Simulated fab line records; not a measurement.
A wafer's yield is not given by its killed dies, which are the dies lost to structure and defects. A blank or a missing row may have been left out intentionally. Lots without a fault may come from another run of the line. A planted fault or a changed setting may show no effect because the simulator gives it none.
Which tool was responsible?    flow nandHarc    Sampling: 12 lots, 36 wafers, 3 of 1302 route steps

== WHAT EACH GAUGE READ, for each wafer ==
NHARC_P_M1_INSPECT_27. Usual: rawDefectCount at 331, with a standard deviation of 120.
lot   measured      on                rawDefectCount  flag
L601  day 6 07:28   defectInspect-01  506 313 391     
L604  day 7 15:50   defectInspect-01  404 299 568     
L606  day 8 08:11   defectInspect-01  549 413 278     
L607  day 8 21:13   defectInspect-01  390 282 382     
L608  day 9 10:16   defectInspect-01  436 342 273     
L612  day 10 22:53  defectInspect-01  206 205 159     
L615  day 12 11:31  defectInspect-02  267 246 403     
L616  day 12 12:13  defectInspect-02  324 303 400     
L618  day 13 10:44  defectInspect-02  442 383 249     
L622  day 14 21:13  defectInspect-01  268 544 165     
L623  day 15 11:37  defectInspect-02  162 227 312     
L624  day 15 23:08  defectInspect-01  265 158 317     

== EACH LOT AND THE TOOL THAT RAN IT (in order: tool; ch and the chambers of the sampled wafers; start) ==
lot   NHARC_P_M1_ETCH_28                            NHARC_P_M1_PVD_20
L601  rieDiel-05 ch 0,1,3, day 6 07:28 or earlier   pvdSputter-01, day 6 07:28 or earlier
L604  rieDiel-05 ch 2,3, day 7 15:50 or earlier     pvdSputter-03, day 7 15:50 or earlier
L606  rieDiel-05 ch 1,3, day 8 08:11 or earlier     pvdSputter-02, day 8 08:11 or earlier
L607  rieDiel-09 ch 1,2,3, day 8 21:13 or earlier   pvdSputter-03, day 8 21:13 or earlier
L608  rieDiel-08 ch 0,1, day 9 10:16 or earlier     pvdSputter-02, day 9 10:16 or earlier
L612  rieDiel-09 ch 0,1, day 10 22:53 or earlier    pvdSputter-01, day 10 22:53 or earlier
L615  rieDiel-09 ch 0,3, day 12 11:31 or earlier    pvdSputter-02, day 12 11:31 or earlier
L616  rieDiel-05 ch 0,1,3, day 12 12:13 or earlier  pvdSputter-02, day 12 12:13 or earlier
L618  rieDiel-05 ch 0,2,3, day 13 10:44 or earlier  pvdSputter-03, day 13 10:44 or earlier
L622  rieDiel-09 ch 1,2,3, day 14 21:13 or earlier  pvdSputter-01, day 14 21:13 or earlier
L623  rieDiel-05 ch 0,3, day 15 11:37 or earlier    pvdSputter-01, day 15 11:37 or earlier
L624  rieDiel-09 ch 0,1, day 15 23:08 or earlier    pvdSputter-02, day 15 23:08 or earlier
- NHARC_P_M1_ETCH_28: etches the open film in CF4/N2, target depth 30 nm, time 72.99 s.
- NHARC_P_M1_PVD_20: deposits TaN, target thk 5 nm, time 8.06 s.

== WHAT THE TOOLS THEMSELVES READ (means of the sampled wafers that have a number; where no wafer has one, the mark that the record gives instead) ==
NHARC_P_M1_ETCH_28. Usual: drypumpMotorCurrentA is 5.6 A with standard deviation 0.37, mfcArSccm is 150.0 sccm with standard deviation 0.49, n2FlowSccm is 100.0 sccm with standard deviation 0.32, oesProductAu is 1.004 a.u. with standard deviation 0.0094, rfVppV is 313.4 V with standard deviation 1.7, showerheadPlenumPTorr is 2.58 Torr with standard deviation 0.092, and throttleValvePct is 19.795 % with standard deviation 0.0089.
lot   tool        drypumpMotorCurrentA (A)  mfcArSccm (sccm)  n2FlowSccm (sccm)  oesProductAu (a.u.)  rfVppV (V)  showerheadPlenumPTorr (Torr)  throttleValvePct (%)  flag
L601  rieDiel-05  5.7                       149.9             99.9               0.996                314.0       2.59                          19.801                
L604  rieDiel-05  5.5                       149.8             99.8               1.004                314.0       2.58                          19.784                
L606  rieDiel-05  6.0                       150.4             100.1              1.005                314.4       2.60                          19.791                
L607  rieDiel-09  5.3                       149.8             100.0              0.999                313.7       2.58                          19.788                
L608  rieDiel-08  5.6                       150.0             99.6               1.006                314.4       2.66                          19.798                
L612  rieDiel-09  5.7                       150.8             100.0              1.006                312.7       2.53                          19.797                
L615  rieDiel-09  5.8                       149.5             100.2              1.010                311.7       2.48                          19.797                
L616  rieDiel-05  5.7                       150.1             99.8               1.000                313.7       2.59                          19.797                
L618  rieDiel-05  5.4                       149.9             99.7               1.005                312.5       2.57                          19.800                
L622  rieDiel-09  5.3                       150.6             99.7               1.005                313.0       2.57                          19.789                
L623  rieDiel-05  5.7                       149.4             99.7               0.997                315.0       2.66                          19.790                
L624  rieDiel-09  5.4                       150.4             100.2              1.002                312.4       2.57                          19.804                

NHARC_P_M1_PVD_20. Usual: cathodeDcPowerW 15000 W, standard deviation 2.8; throttleValvePct 30.3 %, standard deviation 1.1.
lot   tool           cathodeDcPowerW (W)  throttleValvePct (%)  flag
L601  pvdSputter-01  14999                30.6                  
L604  pvdSputter-03  15001                30.3                  
L606  pvdSputter-02  15000                30.0                  
L607  pvdSputter-03  15001                30.4                  
L608  pvdSputter-02  15000                30.5                  
L612  pvdSputter-01  15001                31.5                  
L615  pvdSputter-02  14997                29.9                  
L616  pvdSputter-02  14998                30.0                  
L618  pvdSputter-03  14999                30.9                  
L622  pvdSputter-01  15001                30.5                  
L623  pvdSputter-01  15000                29.6                  
L624  pvdSputter-02  14999                30.4                  

== THE ANSWER, worked out from the rows above alone ==
Rule: a lot counts as off when the mean over its wafers that have a number is more than 3 standard deviations away from the usual mean. A lot without any number at a reading at which 4 lots or more have one is off too. Where the step has rows for the other lots, those lots are counted as sound. Order of review: gauges by route order, followed by the tools' own readings, for which a lot's mean as printed above is used. At the first step where some lot is off, the reading lying furthest off is the one used; lots without a number count as furthest.
None of the lots is off at any reading shown; this tells nothing.

== WHAT THE SIMULATOR HAD INSERTED ==
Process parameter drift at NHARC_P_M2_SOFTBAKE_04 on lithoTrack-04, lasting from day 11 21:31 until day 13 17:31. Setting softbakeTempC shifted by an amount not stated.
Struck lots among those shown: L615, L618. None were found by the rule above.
